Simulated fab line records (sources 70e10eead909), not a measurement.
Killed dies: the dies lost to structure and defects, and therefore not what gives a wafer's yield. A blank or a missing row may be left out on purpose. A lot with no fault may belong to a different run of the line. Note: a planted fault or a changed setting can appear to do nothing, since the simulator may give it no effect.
Matching of chambers / flow nand harc / 3 sister chambers for NHARC_A_STAIRCASE_DEP_301 on pecvd-01
The step deposits SiON, target thk 30 nm. 3 wafers are shown with their chamber, then 10 later ones without.

## EACH WAFER AND ITS CHAMBER
wafer=L091.2; chamber=2; heater power w (W)=683
wafer=L093.2; chamber=1; heater power w (W)=694
wafer=L093.4; chamber=0; heater power w (W)=723

## WAFERS WITH NO CHAMBER GIVEN
wafer=L093.5; heater power w (W)=733
wafer=L095.2; heater power w (W)=653
wafer=L095.4; heater power w (W)=645
wafer=L095.6; heater power w (W)=727
wafer=L096.1; heater power w (W)=662
wafer=L096.3; heater power w (W)=695
wafer=L096.5; heater power w (W)=696
wafer=L097.2; heater power w (W)=702
wafer=L097.3; heater power w (W)=659
wafer=L097.4; heater power w (W)=677

## CHAMBER TAKEN BY EACH
wafer=L093.5; from the rows above=can't be placed: 0 or 1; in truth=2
wafer=L095.2; from the rows above=can't be placed: 2 or 1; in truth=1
wafer=L095.4; from the rows above=can't be placed: 2 or 1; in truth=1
wafer=L095.6; from the rows above=can't be placed: 0 or 1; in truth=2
wafer=L096.1; from the rows above=can't be placed: 2 or 1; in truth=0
wafer=L096.3; from the rows above=can't be placed: 1 or 2 or 0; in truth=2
wafer=L096.5; from the rows above=can't be placed: 1 or 2 or 0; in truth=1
wafer=L097.2; from the rows above=can't be placed: 1 or 2 or 0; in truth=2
wafer=L097.3; from the rows above=can't be placed: 2 or 1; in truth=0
wafer=L097.4; from the rows above=can't be placed: 2 or 1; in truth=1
Correctly placed: 0 of 10. Can't be placed from these rows: 10 (the true chamber is among the candidates in 6). Placed wrongly: 0.
How it was worked out, from the rows above alone: a wafer's distance from a chamber is the root of the sum, over the readings, of the square of ((its reading less the chamber's mean) divided by the reading's scatter). If the next closest chamber is less than 2 further off than the closest, the wafer can't be placed; otherwise it belongs to the closest. For every chamber, the mean is computed from those of its wafers that are shown. The scatter: with one shown wafer a chamber, the root of the mean of the squares of how far each hidden wafer lies from its nearest shown one.
